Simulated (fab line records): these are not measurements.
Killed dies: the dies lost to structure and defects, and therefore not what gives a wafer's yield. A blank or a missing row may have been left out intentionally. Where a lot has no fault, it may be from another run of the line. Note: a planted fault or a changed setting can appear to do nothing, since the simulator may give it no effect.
fab line records	flow n5-finfet	part 1 of 2: steps 1 to 4 of 6
record: lots: 24	wafers: 72	last-day: 21
route steps=1938 shown FIN_CUT@175 STI_FIN_REVEAL@187 DUMMY_GATE@237 SD_EPI_N@273
lots with no fault: from the same line, run without faults
start-h: hours from the record's first day to the start of the lot's first wafer shown	wait-h: hours since the lot's step before	" same as the row above	L1.1+2: a row that stands for several wafers	- value missing, or start not given	* or withheld: withheld	< > ~ a bound
route shown NAME@n: names a module that has steps shown in the file, with the first one's number in the route	usual: mean/standard deviation taken from wafers without a fault	same: alike in all rows	chamber/n: place in a boat	sites: the reading at each site	_std_site: how widely they spread, as a standard deviation	_edge_site: inner sites' mean taken away from outer sites' mean	radius-mm: for every site, how far away it sits from the centre of the wafer	mask NAME#n: copy n	behind: the last tool/chamber to shape the wafer	hold: why the lot was held/for how many hours/how that ended	device: names the non-switching transistor (n, p or np)	end of line: tests run on the same wafers once the route is complete	a step with no rows: only its recipe	killed: not the wafer's yield, but the dies lost to structure and defects at the first sort	map: the dies of a wafer, with x for killed, . for not killed, _ for no die there
set.NAME: the run value of the setting; set.NAME@STEP: its run value at that earlier step	model.NAME: the simulator's own value behind a step, which no gauge read
route steps across a sampled set of lots; one table per step, one row per wafer
services: when a tool's chamber went out of use (start-h, in hours from the record's first day, below 0 if earlier), for how many hours, and the reason
== steps ==
step: N5_FIN_CUT_PRECLEAN_35
recipe: time-s: 13.3	temp-c: 45	pressure-torr: 125	p-hf-torr: 3	p-coreactant-torr: 25	chemistry: vHF
usual: drypump-motor-current-A: 5.6/0.64
lot.wafer	tool	chamber	start-h	wait-h	drypump-motor-current-A
L074.1	vapor-etch-02	0	26.50	0.0	6.0
L074.4	"	0	"	"	6.0
L074.6	"	1	"	"	5.0
L075.2	vapor-etch-02	0	34.14	0.0	6.0
L075.3	"	1	"	"	5.0
L075.4	"	0	"	"	6.0
L076.2	vapor-etch-02	1	39.87	0.0	5.0
L076.4	"	0	"	"	6.0
L076.6	"	1	"	"	5.0
L077.2	vapor-etch-02	0	45.05	0.0	6.0
L077.3	"	1	"	"	5.0
L077.5	"	1	"	"	5.0
L078.2	vapor-etch-01	0	51.23	0.0	4.8
L078.4	"	1	"	"	6.5
L078.5	"	1	"	"	6.5
L079.4	vapor-etch-02	0	57.41	0.1	6.0
L079.5	"	0	"	"	6.0
L079.6	"	1	"	"	5.0
L080.2	vapor-etch-02	0	65.63	0.0	6.0
L080.4	"	0	"	"	6.0
L080.5	"	0	"	"	6.0
L081.3	vapor-etch-02	0	71.02	0.1	6.0
L081.5	"	1	"	"	5.0
L081.6	"	0	"	"	6.0
L082.3	vapor-etch-02	1	74.88	0.1	5.0
L082.4	"	0	"	"	6.0
L082.6	"	0	"	"	6.0
L083.2	vapor-etch-02	0	80.85	0.0	6.0
L083.3	"	1	"	"	5.0
L083.6	"	0	"	"	6.0
L084.1	vapor-etch-02	0	87.69	0.2	6.0
L084.4	"	1	"	"	5.0
L084.5	"	1	"	"	5.0
L085.2	vapor-etch-01	1	95.75	0.0	6.5
L085.3	"	0	"	"	4.8
L085.4	"	1	"	"	6.5
L086.2	vapor-etch-01	1	101.75	0.0	6.5
L086.3	"	0	"	"	4.9
L086.4	"	1	"	"	6.5
L087.1	vapor-etch-02	1	104.35	0.0	5.0
L087.2	"	0	"	"	6.0
L087.6	"	0	"	"	6.0
L088.2	vapor-etch-01	1	110.58	0.1	6.5
L088.5	"	1	"	"	6.4
L088.6	"	0	"	"	4.9
L089.1	vapor-etch-01	1	117.48	0.0	6.5
L089.2	"	0	"	"	4.9
L089.4	"	1	"	"	6.5
L090.3	vapor-etch-02	1	123.16	0.1	5.0
L090.4	"	0	"	"	6.0
L090.6	"	0	"	"	6.0
L091.3	vapor-etch-02	0	129.89	0.2	6.0
L091.4	"	1	"	"	5.0
L091.5	"	1	"	"	5.0
L092.2	vapor-etch-01	1	136.25	0.0	6.4
L092.3	"	1	"	"	6.5
L092.5	"	0	"	"	4.8
L093.2	vapor-etch-01	0	142.85	0.0	4.9
L093.3	"	1	"	"	6.5
L093.6	"	1	"	"	6.5
L094.2	vapor-etch-02	0	147.79	0.0	6.0
L094.3	"	0	"	"	6.0
L094.4	"	1	"	"	5.0
L095.1	vapor-etch-02	1	153.55	0.0	5.0
L095.2	"	0	"	"	6.0
L095.6	"	1	"	"	5.0
L096.1	vapor-etch-01	0	159.85	0.0	4.9
L096.2	"	1	"	"	6.4
L096.5	"	0	"	"	4.9
L097.4	vapor-etch-01	1	165.77	0.0	6.4
L097.5	"	0	"	"	4.9
L097.6	"	1	"	"	6.4
step: N5_STI_FIN_REVEAL_CMP_04
recipe: stop-on: Si3N4	t-overpolish-s: 4	down-force-psi: 2	platen-rpm: 54.18	post-cmp-clean: alkaline-brush	pad-velocity-m-s: 1.078	target-thk-nm: 131.83
usual: motor-current-A: 8.2/0.72	overpolish-run-s: 3.999/0.0097	time-to-endpoint-s: 101/6.4
lot.wafer	tool	chamber	start-h	wait-h	motor-current-A	overpolish-run-s	time-to-endpoint-s
L074.1	cmp-03	3	32.00	0.0	7.5	4.020	98
L074.4	"	2	"	"	8.9	4.007	97
L074.6	"	0	"	"	8.1	4.009	97
L075.2	cmp-04	3	39.62	0.0	9.2	3.993	90
L075.4	"	0	"	"	7.8	3.998	93
L075.3	"	2	"	"	7.8	3.988	107
L076.4	cmp-03	3	45.42	0.0	7.7	3.991	101
L076.2	"	2	"	"	9.3	4.000	105
L076.6	"	0	"	"	8.9	4.003	101
L077.3	cmp-03	1	50.53	0.0	8.3	4.014	105
L077.2	"	3	"	"	7.7	4.000	101
L077.5	"	1	"	"	8.5	4.011	99
L078.4	cmp-01	2	57.36	0.1	7.7	4.002	102
L078.2	"	0	"	"	9.1	4.004	110
L078.5	"	1	"	"	7.4	4.012	105
L079.4	cmp-03	2	62.99	0.1	9.1	4.006	98
L079.5	"	3	"	"	6.8	4.010	96
L079.6	"	0	"	"	8.8	3.986	100
L080.2	cmp-04	1	71.77	0.6	7.8	4.000	99
L080.4	"	2	"	"	8.3	3.985	106
L080.5	"	3	"	"	9.2	4.002	96
L081.3	cmp-04	3	76.49	0.0	8.9	4.010	86
L081.6	"	3	"	"	9.2	3.996	92
L081.5	"	0	"	"	7.7	3.992	91
L082.4	cmp-04	3	80.76	0.1	8.9	4.005	89
L082.3	"	0	"	"	7.3	3.994	95
L082.6	"	1	"	"	7.8	4.001	106
L083.2	cmp-01	3	86.37	0.1	7.3	4.008	110
L083.3	"	1	"	"	7.1	3.988	98
L083.6	"	3	"	"	7.2	4.009	107
L084.1	cmp-01	0	93.17	0.0	9.3	3.996	106
L084.4	"	3	"	"	7.5	4.003	99
L084.5	"	1	"	"	7.1	4.033	93
L085.4	cmp-03	2	101.68	0.0	8.8	3.998	108
L085.3	"	3	"	"	7.4	4.001	108
L085.2	"	0	"	"	9.1	3.999	112
L086.4	cmp-04	3	107.23	0.0	8.8	4.014	92
L086.2	"	0	"	"	7.3	3.997	97
L086.3	"	2	"	"	8.0	4.009	104
L087.1	cmp-03	3	109.86	0.0	7.8	4.007	108
L087.2	"	1	"	"	8.6	3.989	114
L087.6	"	0	"	"	9.2	4.014	109
L088.2	cmp-01	1	116.17	0.1	6.7	3.990	99
L088.5	"	1	"	"	7.1	3.990	98
L088.6	"	2	"	"	7.7	3.981	95
L089.1	cmp-03	3	122.97	0.0	7.8	3.996	106
L089.4	"	1	"	"	8.1	4.003	112
L089.2	"	2	"	"	8.9	3.997	105
L090.4	cmp-01	2	128.71	0.1	7.9	3.974	98
L090.3	"	3	"	"	7.3	4.014	107
L090.6	"	1	"	"	6.6	4.006	96
L091.4	cmp-03	2	136.42	0.0	9.0	4.001	105
L091.3	"	1	"	"	8.5	4.006	104
L091.5	"	3	"	"	7.6	3.999	102
L092.2	cmp-03	0	142.26	0.1	8.6	3.985	107
L092.3	"	2	"	"	9.3	4.005	99
L092.5	"	0	"	"	8.6	4.025	104
L093.3	cmp-03	0	148.35	0.0	8.5	4.002	110
L093.2	"	1	"	"	8.8	3.988	114
L093.6	"	0	"	"	8.9	4.009	111
L094.2	cmp-04	0	153.29	0.0	8.0	3.992	95
L094.4	"	2	"	"	8.4	4.005	101
L094.3	"	3	"	"	8.9	4.001	84
L095.1	cmp-03	1	159.09	0.0	8.0	4.004	108
L095.2	"	0	"	"	8.7	4.002	104
L095.6	"	2	"	"	9.1	4.013	100
L096.2	cmp-04	3	165.45	0.1	9.4	4.006	86
L096.1	"	0	"	"	7.1	3.991	92
L096.5	"	1	"	"	7.5	3.993	98
L097.4	cmp-04	2	171.68	0.2	8.0	4.005	101
L097.5	"	3	"	"	9.8	3.990	91
L097.6	"	0	"	"	7.8	4.002	94
step: N5_DUMMY_GATE_ETCH_37
recipe: chemistry: N2/H2	target: SOC	target-depth-a: 600	overetch-a: 300	temp-c: 40	ion-energy-ev: 200	pressure-mtorr: 30	source-w: 840	bias-w: 150	n2-flow-sccm: 200	h2-flow-sccm: 200
usual: drypump-motor-current-A: 5.6/0.47	oes-product-au: 0.61/0.046	rf-fwd-power-W: 831/3.2	rf-vpp-V: 524.4/2.8	showerhead-plenum-p-Torr: 2.57/0.1	throttle-valve-pct: 17.90/0.28
lot.wafer	tool	chamber	start-h	wait-h	drypump-motor-current-A	oes-product-au	rf-fwd-power-W	rf-hours-counter-h	rf-vpp-V	showerhead-plenum-p-Torr	throttle-valve-pct
L074.1	rie-diel-02	2	46.44	0.0	5.0	0.59	831	183	527.8	2.63	17.80
L074.4	"	0	"	"	4.9	0.56	830	200	521.5	2.40	18.20
L074.6	"	1	"	"	6.4	0.68	826	-	528.4	2.69	17.56
L075.2	rie-diel-02	1	52.08	0.0	6.4	0.68	822	50	529.1	2.69	17.54
L075.3	"	3	"	"	5.7	0.70	829	46	521.4	2.51	18.39
L075.4	"	2	"	"	5.0	0.58	835	184	526.7	2.63	17.82
L076.2	rie-diel-06	3	58.22	0.0	6.0	0.54	831	232	525.5	2.61	18.07
L076.4	"	0	"	"	5.8	0.65	833	95	525.6	2.58	18.06
L076.6	"	2	"	"	5.5	0.59	829	-	523.0	2.51	17.70
L077.2	rie-diel-05	2	63.78	0.0	6.1	0.64	831	97	527.0	2.70	17.94
L077.3	"	1	"	"	5.6	0.58	831	173	526.3	2.66	18.02
L077.5	"	0	"	"	5.0	0.59	836	-	520.4	2.43	17.83
L078.2	rie-diel-06	3	73.46	0.0	6.1	0.55	834	234	526.1	2.61	18.06
L078.4	"	1	"	"	5.5	0.70	836	48	526.8	2.67	17.31
L078.5	"	2	"	"	5.5	0.59	836	-	525.5	2.51	17.70
L079.4	rie-diel-02	2	77.33	0.0	5.1	0.59	832	189	524.8	2.63	17.83
L079.5	"	1	"	"	6.4	0.67	825	-	527.1	2.69	17.54
L079.6	"	0	"	"	4.8	0.56	824	-	520.4	2.40	18.22
L080.2	rie-diel-06	2	84.49	0.0	5.5	0.59	834	188	523.4	2.51	17.70
L080.4	"	1	"	"	5.5	0.68	832	50	527.2	2.67	17.31
L080.5	"	3	"	"	6.0	0.54	830	-	525.2	2.61	18.06
L081.3	rie-diel-05	1	89.60	0.0	5.6	0.59	830	177	525.9	2.65	18.04
L081.5	"	1	"	"	5.6	0.59	829	-	526.6	2.65	18.04
L081.6	"	0	"	"	5.0	0.60	835	-	520.4	2.43	17.84
L082.3	rie-diel-06	3	93.43	0.0	6.1	0.54	830	237	526.5	2.61	18.07
L082.4	"	2	"	"	5.5	0.59	834	190	524.1	2.51	17.71
L082.6	"	3	"	"	6.0	0.55	827	-	524.9	2.61	18.07
L083.2	rie-diel-06	3	99.51	0.0	6.0	0.54	829	238	524.3	2.61	18.06
L083.3	"	1	"	"	5.6	0.68	831	53	527.5	2.67	17.31
L083.6	"	1	"	"	5.6	0.68	832	-	526.8	2.67	17.31
L084.1	rie-diel-02	2	109.39	0.0	5.0	0.58	831	195	528.6	2.63	17.83
L084.4	"	3	"	"	5.7	0.69	830	56	521.8	2.51	18.40
L084.5	"	0	"	"	4.8	0.57	826	-	519.4	2.39	18.22
L085.2	rie-diel-02	3	115.60	0.0	5.7	0.68	833	57	523.1	2.51	18.39
L085.3	"	2	"	"	5.0	0.58	831	196	527.2	2.63	17.82
L085.4	"	0	"	"	4.8	0.56	826	215	518.9	2.39	18.23
L086.2	rie-diel-06	3	119.76	0.0	6.1	0.54	825	243	525.3	2.60	18.08
L086.3	"	0	"	"	5.8	0.63	833	106	525.1	2.58	18.09
L086.4	"	2	"	"	5.5	0.58	833	195	522.6	2.51	17.71
L087.1	rie-diel-05	2	123.04	0.0	6.1	0.63	833	105	526.9	2.70	17.95
L087.2	"	3	"	"	5.8	0.60	828	151	520.4	2.44	17.73
L087.6	"	0	"	"	5.0	0.59	831	-	522.3	2.43	17.86
L088.2	rie-diel-02	2	128.72	0.0	5.1	0.58	829	199	526.1	2.63	17.84
L088.5	"	3	"	"	5.7	0.68	829	-	523.7	2.51	18.40
L088.6	"	2	"	"	5.0	0.58	828	-	526.1	2.63	17.85
L089.1	rie-diel-06	0	135.40	0.0	5.8	0.63	835	110	524.3	2.58	18.09
L089.2	"	3	"	"	6.1	0.53	830	246	524.1	2.60	18.09
L089.4	"	1	"	"	5.5	0.67	828	60	527.5	2.67	17.33
L090.3	rie-diel-05	3	143.68	0.0	5.8	0.59	823	154	520.1	2.44	17.73
L090.4	"	1	"	"	5.6	0.58	831	185	524.9	2.65	18.05
L090.6	"	0	"	"	5.0	0.59	832	-	522.4	2.43	17.86
L091.3	rie-diel-02	1	149.57	0.0	6.4	0.67	829	69	526.9	2.68	17.60
L091.4	"	3	"	"	5.7	0.68	827	65	523.5	2.51	18.43
L091.5	"	1	"	"	6.4	0.67	825	-	528.9	2.68	17.59
L092.2	rie-diel-05	2	154.73	0.0	6.1	0.63	830	111	527.9	2.70	17.97
L092.3	"	0	"	"	5.0	0.59	833	158	521.7	2.43	17.86
L092.5	"	1	"	"	5.5	0.58	834	-	526.7	2.65	18.05
L093.2	rie-diel-05	0	160.78	0.0	5.0	0.59	833	161	520.1	2.43	17.85
L093.3	"	2	"	"	6.1	0.62	830	113	527.2	2.69	17.97
L093.6	"	1	"	"	5.6	0.58	832	-	525.6	2.65	18.08
L094.2	rie-diel-02	1	168.71	0.0	6.4	0.65	826	77	528.7	2.68	17.61
L094.3	"	2	"	"	5.0	0.58	833	210	526.2	2.62	17.86
L094.4	"	3	"	"	5.7	0.67	828	73	521.9	2.50	18.43
L095.1	rie-diel-05	1	171.59	0.0	5.6	0.57	835	194	526.7	2.65	18.07
L095.2	"	2	"	"	6.2	0.63	832	117	527.6	2.69	17.97
L095.6	"	1	"	"	5.6	0.58	830	-	524.3	2.65	18.06
L096.1	rie-diel-06	2	178.94	0.0	5.6	0.57	834	217	523.9	2.50	17.73
L096.2	"	0	"	"	5.8	0.62	833	128	521.8	2.57	18.12
L096.5	"	1	"	"	5.6	0.66	834	-	527.7	2.66	17.36
L097.4	rie-diel-05	1	185.13	0.0	5.6	0.57	833	-	524.1	2.64	18.07
L097.5	"	2	"	"	6.1	0.61	834	-	528.5	2.69	17.97
L097.6	"	0	"	"	5.0	0.58	833	-	520.4	2.42	17.88
step: N5_DUMMY_GATE_TRIM_49
recipe: chemistry: O2	resist: SOC	time-s: 29	target-cd-nm: 14	source-power-w: 300	bias-power-w: 0	O2_flow_sccm: 100	temp-c: 20
usual: drypump-motor-current-A: 5.7/0.5	oes-product-au: 1.000/0.023	rf-fwd-power-W: 298.6/1	throttle-valve-pct: 8.20/0.18
lot.wafer	tool	chamber	start-h	wait-h	drypump-motor-current-A	oes-product-au	rf-fwd-power-W	rf-hours-counter-h	throttle-valve-pct
L074.1	rie-si-04	1	46.52	0.0	5.4	1.022	296.5	193	8.38
L074.4	"	3	"	"	5.3	1.022	298.8	146	8.02
L074.6	"	2	"	"	6.4	1.025	297.9	-	8.31
L075.2	rie-si-04	2	52.16	0.0	6.4	1.015	296.5	98	8.29
L075.3	"	3	"	"	5.3	1.016	300.2	146	8.02
L075.4	"	0	"	"	5.9	0.984	299.1	0	7.95
L076.2	rie-si-02	2	58.30	0.0	6.1	1.041	299.3	200	8.35
L076.4	"	1	"	"	6.1	0.984	298.1	144	8.45
L076.6	"	3	"	"	6.7	0.984	299.4	-	8.18
L077.2	rie-si-05	3	63.86	0.0	5.4	1.029	300.1	76	8.11
L077.3	"	2	"	"	5.7	0.982	298.9	148	8.31
L077.5	"	1	"	"	5.0	0.978	298.4	-	8.04
L078.2	rie-si-04	3	73.54	0.0	5.3	1.022	298.9	146	8.01
L078.4	"	1	"	"	5.4	1.017	299.1	193	8.39
L078.5	"	0	"	"	5.9	0.984	299.6	-	7.94
L079.4	rie-si-02	3	77.41	0.0	6.7	0.989	297.7	31	8.18
L079.5	"	1	"	"	6.1	0.996	298.7	-	8.45
L079.6	"	2	"	"	6.2	1.045	297.7	-	8.35
L080.2	rie-si-04	1	84.58	0.0	5.3	1.008	297.8	193	8.37
L080.4	"	3	"	"	5.3	1.006	297.2	147	8.04
L080.5	"	2	"	"	6.4	1.009	298.0	-	8.29
L081.3	rie-si-02	3	89.68	0.0	6.7	0.993	300.4	31	8.17
L081.5	"	1	"	"	6.1	0.998	295.8	-	8.44
L081.6	"	0	"	"	5.9	0.984	298.3	-	8.44
L082.3	rie-si-02	3	93.51	0.0	6.7	0.981	299.9	31	8.19
L082.4	"	0	"	"	5.9	0.985	297.9	-	8.42
L082.6	"	3	"	"	6.7	0.985	299.4	-	8.17
L083.2	rie-si-04	0	99.59	0.0	5.9	0.977	298.6	1	7.93
L083.3	"	1	"	"	5.3	1.021	298.9	193	8.39
L083.6	"	0	"	"	5.9	0.972	298.7	-	7.93
L084.1	rie-si-04	0	109.48	0.0	5.9	0.964	300.1	1	7.94
L084.4	"	2	"	"	6.3	1.024	297.1	99	8.30
L084.5	"	2	"	"	6.3	1.017	297.9	-	8.31
L085.2	rie-si-05	0	115.68	0.0	5.0	0.979	296.6	193	8.35
L085.3	"	2	"	"	5.6	0.974	300.0	149	8.31
L085.4	"	3	"	"	5.4	1.031	299.0	77	8.09
L086.2	rie-si-04	1	119.85	0.0	5.3	1.006	298.7	194	8.37
L086.3	"	0	"	"	5.9	0.981	299.8	1	7.93
L086.4	"	2	"	"	6.3	1.028	298.4	99	8.30
L087.1	rie-si-04	2	123.12	0.0	6.4	1.032	297.7	99	8.30
L087.2	"	3	"	"	5.3	1.009	298.8	147	8.03
L087.6	"	3	"	"	5.3	1.017	298.5	-	8.03
L088.2	rie-si-04	1	128.81	0.0	5.3	1.012	299.2	194	8.37
L088.5	"	0	"	"	5.9	0.984	297.8	-	7.92
L088.6	"	3	"	"	5.3	0.998	300.2	-	8.03
L089.1	rie-si-04	1	135.48	0.0	5.3	1.023	299.6	194	8.37
L089.2	"	2	"	"	6.4	1.022	298.7	100	8.31
L089.4	"	0	"	"	5.9	0.975	299.4	2	7.93
L090.3	rie-si-05	2	143.76	0.0	5.7	0.975	300.5	149	8.31
L090.4	"	3	"	"	5.4	1.030	298.8	-	8.10
L090.6	"	2	"	"	5.7	0.981	299.3	-	8.32
L091.3	rie-si-05	3	149.65	0.0	5.4	1.012	299.8	77	8.08
L091.4	"	3	"	"	5.4	1.016	300.5	-	8.11
L091.5	"	2	"	"	5.7	0.962	298.0	-	8.33
L092.2	rie-si-04	3	154.81	0.0	5.3	1.016	299.0	148	8.04
L092.3	"	0	"	"	5.9	0.979	298.0	2	7.94
L092.5	"	0	"	"	5.9	0.974	297.9	-	7.93
L093.2	rie-si-02	3	160.87	0.0	6.7	0.984	297.4	33	8.18
L093.3	"	1	"	"	6.1	0.990	297.2	147	8.45
L093.6	"	3	"	"	6.7	0.973	298.1	-	8.16
L094.2	rie-si-05	1	168.79	0.0	5.0	0.969	299.3	32	8.03
L094.3	"	3	"	"	5.4	1.018	298.9	78	8.10
L094.4	"	3	"	"	5.4	1.013	299.9	-	8.09
L095.1	rie-si-05	2	171.67	0.0	5.7	0.968	299.8	150	8.33
L095.2	"	1	"	"	5.0	0.961	298.1	32	8.02
L095.6	"	1	"	"	5.0	0.967	297.2	-	8.02
L096.1	rie-si-04	2	179.02	0.0	6.4	1.041	297.3	100	8.31
L096.2	"	3	"	"	5.3	1.022	300.5	149	8.02
L096.5	"	0	"	"	5.9	0.985	297.6	-	7.92
L097.4	rie-si-02	2	185.20	0.0	6.1	1.058	297.7	2	8.08
L097.5	"	1	"	"	6.1	1.002	299.3	-	8.47
L097.6	"	0	"	"	6.0	0.999	298.5	-	8.44
